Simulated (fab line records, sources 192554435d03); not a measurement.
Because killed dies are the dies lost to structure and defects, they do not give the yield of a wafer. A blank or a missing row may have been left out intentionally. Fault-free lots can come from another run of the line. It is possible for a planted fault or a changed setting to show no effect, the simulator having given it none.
Which of the tools did it? + flow n5 finfet + Sampling: 12 lots, 36 wafers, 4 of 1938 route steps

== WHAT THE GAUGES READ, wafer by wafer ==
N5_BEOL_M1_INSPECT_13: inspects for defects (brightfield).
| lot  | measured     | on                | raw defect count |
|------|--------------|-------------------|------------------|
| L076 | day 7 13:17  | defect inspect-02 | 336 299 298      |
| L077 | day 7 15:53  | defect inspect-02 | 476 511 696      |
| L079 | day 7 22:12  | defect inspect-02 | 293 295 259      |
| L081 | day 8 06:40  | defect inspect-01 | 528 525 427      |
| L083 | day 8 15:43  | defect inspect-02 | 285 314 429      |
| L085 | day 9 09:33  | defect inspect-02 | 388 440 447      |
| L087 | day 9 18:52  | defect inspect-02 | 243 417 476      |
| L089 | day 10 07:02 | defect inspect-02 | 464 490 423      |
| L091 | day 10 18:06 | defect inspect-01 | 521 429 454      |
| L093 | day 11 09:25 | defect inspect-02 | 346 379 407      |
| L097 | day 11 21:07 | defect inspect-01 | 507 445 560      |
| L094 | day 12 06:52 | defect inspect-01 | 443 422 490      |

== TOOL THAT RAN EACH LOT (tool first, then ch and the chambers of the sampled wafers, then the start) ==
| lot  | N5_BEOL_M0_CUTY_DESCUM_61          | N5_BEOL_M0_SPUTTER_116       | N5_BEOL_M0_DEP_125              |
|------|------------------------------------|------------------------------|---------------------------------|
| L076 | rie diel-02 ch 1,3, day 7 06:38    | pvd sputter-03, day 7 10:51  | pecvd-04 ch 0,1, day 7 12:13    |
| L077 | rie diel-02 ch 0,1,3, day 7 07:47  | pvd sputter-01, day 7 12:11  | pecvd-01 ch 0,1,2, day 7 13:32  |
| L079 | rie diel-05 ch 0,1,2, day 7 16:38  | pvd sputter-01, day 7 19:55  | pecvd-01 ch 0,2, day 7 21:15    |
| L081 | rie diel-04 ch 0,1,3, day 7 22:19  | pvd sputter-02, day 8 03:17  | pecvd-01 ch 1,2, day 8 04:44    |
| L083 | rie diel-04 ch 0,2,3, day 8 08:27  | pvd sputter-01, day 8 13:32  | pecvd-04 ch 0,1,2, day 8 14:57  |
| L085 | rie diel-04 ch 1,2,3, day 9 01:45  | pvd sputter-01, day 9 06:07  | pecvd-02 ch 0,1,2, day 9 07:42  |
| L087 | rie diel-02 ch 1,2, day 9 12:14    | pvd sputter-01, day 9 15:31  | pecvd-02 ch 1,2, day 9 17:28    |
| L089 | rie diel-04 ch 0,1,2, day 10 01:44 | pvd sputter-01, day 10 04:47 | pecvd-01 ch 1,2, day 10 06:07   |
| L091 | rie diel-04 ch 0,1,2, day 10 10:55 | pvd sputter-01, day 10 14:22 | pecvd-01 ch 0,1, day 10 15:50   |
| L093 | rie diel-04 ch 0,3, day 11 01:40   | pvd sputter-03, day 11 05:53 | pecvd-04 ch 1,2, day 11 07:22   |
| L097 | rie diel-05 ch 1,3, day 11 12:32   | pvd sputter-03, day 11 18:11 | pecvd-01 ch 0,1, day 11 19:41   |
| L094 | rie diel-02 ch 0,1,2, day 11 20:25 | pvd sputter-01, day 12 03:51 | pecvd-02 ch 0,1,2, day 12 05:24 |
- N5_BEOL_M0_CUTY_DESCUM_61: chemistry O2, time 7.9 s.
- N5_BEOL_M0_SPUTTER_116: material Cu, target thk 4 nm, time 7.37 s.
- N5_BEOL_M0_DEP_125: deposits SiCN from 3MS/NH3, target thk 8 nm, time 14 s.

== THE ANSWER, worked out from the rows above alone ==
Rule: the lots themselves supply what counts as usual. Put in order of their means at a reading, lots are off if they are a third of the lots or fewer, leave a main group of 4 or more, and stand apart from it by a gap of 3 or more times the standard deviation of the main group's means; of several such gaps the widest counts. The tables above print the reading to a certain number of digits; a main group whose means all agree to those digits is not used. A lot without any number at a reading at which 4 lots or more have one is off too. Any other lot the step has rows for is counted as sound.
Nothing can be told from this: no lot is off at any reading shown.

== WHAT THE SIMULATOR HAD INSERTED ==
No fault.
